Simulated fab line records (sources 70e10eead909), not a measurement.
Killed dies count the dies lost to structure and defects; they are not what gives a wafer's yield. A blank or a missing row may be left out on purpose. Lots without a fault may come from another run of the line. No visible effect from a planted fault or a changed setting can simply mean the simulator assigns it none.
Chamber matching -- flow nand-harc -- 3 sister chambers for NHARC_A_STAIRCASE_DEP_325 on pecvd-01
The step deposits SiO2, target thk 7200 nm. 6 wafers are shown with their chamber, then 9 later ones without.

WAFERS WITH THEIR CHAMBER
wafer,chamber,mfc-precursor-sccm (sccm),heater-power-w (W)
L080.5,2,199.7,603
L083.1,2,199.7,585
L083.6,0,200.7,558
L087.1,0,200.5,561
L087.2,1,200.3,709
L087.5,1,199.6,617

WAFERS WITH NO CHAMBER GIVEN
wafer,mfc-precursor-sccm (sccm),heater-power-w (W)
L090.1,199.4,762
L090.2,200.8,696
L090.5,200.3,563
L093.2,201.8,555
L093.5,201.3,565
L093.6,200.1,632
L094.1,200.5,687
L094.2,198.8,765
L094.6,200.1,615

EACH ONE'S CHAMBER
wafer,from the rows above,in truth
L090.1,can't be placed: 1 or 2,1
L090.2,can't be placed: 1 or 0 or 2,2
L090.5,can't be placed: 0 or 2 or 1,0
L093.2,0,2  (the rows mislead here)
L093.5,0,0
L093.6,can't be placed: 1 or 2 or 0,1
L094.1,can't be placed: 1 or 0 or 2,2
L094.2,can't be placed: 1 or 2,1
L094.6,can't be placed: 1 or 2 or 0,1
1 of 9 placed correctly. Not placeable from these rows: 7 (in 7, the candidates include the true chamber). Placed wrongly: 1.
How it was worked out, from the rows above alone: a wafer's distance from a chamber is the root of the sum, over the readings, of the square of ((its reading less the chamber's mean) divided by the reading's scatter). If the next closest chamber is less than 2 further off than the closest, the wafer can't be placed; otherwise it belongs to the closest. For every chamber, the mean is computed from those of its wafers that are shown. The scatter: take each reading less its chamber's mean, square it, sum over the shown wafers, divide by the number of wafers less the number of chambers, and take the root.
